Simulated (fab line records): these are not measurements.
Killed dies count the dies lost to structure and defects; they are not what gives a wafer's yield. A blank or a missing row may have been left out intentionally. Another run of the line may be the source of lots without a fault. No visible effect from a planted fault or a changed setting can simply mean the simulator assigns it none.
A lot that was struck, set against a sound lot || flow nand harc || 18 out of 1159 route steps
Sound: these wafers, L738.2, L738.3, L738.4. Wafers L741.2, L741.4, L741.5 were the ones struck. At the end, the cause is stated.
Order at every step that has rows: each side's tool, ch and its chambers, its first start. Under that, the readings that differ: sound wafers || struck wafers || difference of the means || sigmas: that difference in standard deviations of wafers without a fault.
alike: a reading whose means differ by less than 2 such deviations, as well as words and numbers matching on both sides. not compared: withheld readings; readings where some wafer has no value; bounds like >300 that might hide an equal value; numbers whose values overlap and for which the record gives no deviation.
The two part at a step that has a row with sigmas, a row that says differs or no value, or rows on one side only. When numbers do not overlap yet have no deviation, they are printed without sigmas and do not part them. A reading missing from all wafers of one side parts the sides only when that side holds two or more wafers.

NHARC_P_GATE_CD_MEAS_46: the cd target is 720 nm.
  sound on cd sem-02 ch 0, day 6 05:49; struck on cd sem-03 ch 0, day 7 11:16
  alike: cd nm
then, 1 step without rows for these wafers: NHARC_P_GATE_HARDBAKE_47 (time 80 s).
NHARC_P_GATE_DESCUM_48: chemistry O2, time 3 s.
  sound on rie diel-13 ch 1,2,3, day 6 05:59; struck on rie diel-03 ch 0,1,2, day 7 11:27
  alike: drypump motor current A, oes product au, rf vpp V, showerhead plenum p Torr, throttle valve pct
  not compared: rf hours counter h
then, 1 step without rows for these wafers: NHARC_P_GATE_IMPLANT_49.
NHARC_P_GATE_STRIP_111: strips in N2/H2, time 250 s.
  sound on plasma asher-01 ch 0,1, day 6 06:24; struck on plasma asher-01 ch 0, day 7 11:51
  alike: drypump motor current A, heater power w
  not compared: rf hours counter h
NHARC_P_GATE_STRIP_75: strips in O2.
  sound on plasma asher-01 ch 0,1, day 6 06:40; struck on plasma asher-01 ch 0, day 7 12:07
  alike: drypump motor current A, heater power w
  not compared: rf hours counter h
then, 6 steps without rows for these wafers: NHARC_P_GATE_STRIP_50 (strips in SPM, time 900 s); NHARC_P_GATE_DEHYDRATE_51 (time 120 s); NHARC_P_GATE_HMDS_52 (time 30 s); NHARC_P_GATE_COAT_53; NHARC_P_GATE_SOFTBAKE_54 (time 95 s); NHARC_P_GATE_EBR_55.
NHARC_P_GATE_EXPOSE_56: exposes mask P PSD, target cd 720 nm.
  sound on krf scanner-02 ch 0, day 6 07:26; struck on krf scanner-02 ch 0, day 7 12:45
{"reading": "mask", "sound": "P_PSD#0 P_PSD#0 P_PSD#0", "struck": "P_NSD#0 P_NSD#0 P_NSD#0", "difference": "differs", "sigmas": ""}
then, 2 steps without rows for these wafers: NHARC_P_GATE_PEB_57 (peb time 85 s); NHARC_P_GATE_DEVELOP_58 (time 70 s).
NHARC_P_GATE_CD_MEAS_59: the cd target is 720 nm.
  sound on cd sem-02 ch 0, day 6 07:35; struck on cd sem-03 ch 0, day 7 12:54
{"reading": "cd nm (nm)", "sound": "718.2 715.7 717.0", "struck": "- - -", "difference": "no value on the struck wafers", "sigmas": ""}
then, 1 step without rows for these wafers: NHARC_P_GATE_HARDBAKE_60 (time 80 s).
-- the record jumps here: 14 days lie between the struck wafers' starts before and after (it left off in module P_GATE and takes up again in module END, whose first step shown is number 1159 of the route) --
NHARC_END_SORT_01:
  sound on prober-01 ch 0, day 20 09:55; struck on prober-01 ch 0, day 21 13:36
{"reading": "hold", "sound": "- - -", "struck": "await dispo/2.6h/scrap await dispo/2.6h/scrap await dispo/2.6h/scrap", "difference": "no value on the sound wafers", "sigmas": ""}
{"reading": "killed at periphery", "sound": "4 3 8", "struck": "657 652 657", "difference": "+650", "sigmas": "+99 or more"}
{"reading": "killed dies", "sound": "18 15 27", "struck": "677 677 677", "difference": "+657", "sigmas": "+66"}
{"reading": "killed short", "sound": "1 1 0", "struck": "3 4 4", "difference": "+3", "sigmas": "+2"}
  alike: killed at array, killed at other, killed open

WHERE THEY PART
First at NHARC_P_GATE_EXPOSE_56; last, within this record, at NHARC_END_SORT_01.

WHY: the cause the simulator had injected
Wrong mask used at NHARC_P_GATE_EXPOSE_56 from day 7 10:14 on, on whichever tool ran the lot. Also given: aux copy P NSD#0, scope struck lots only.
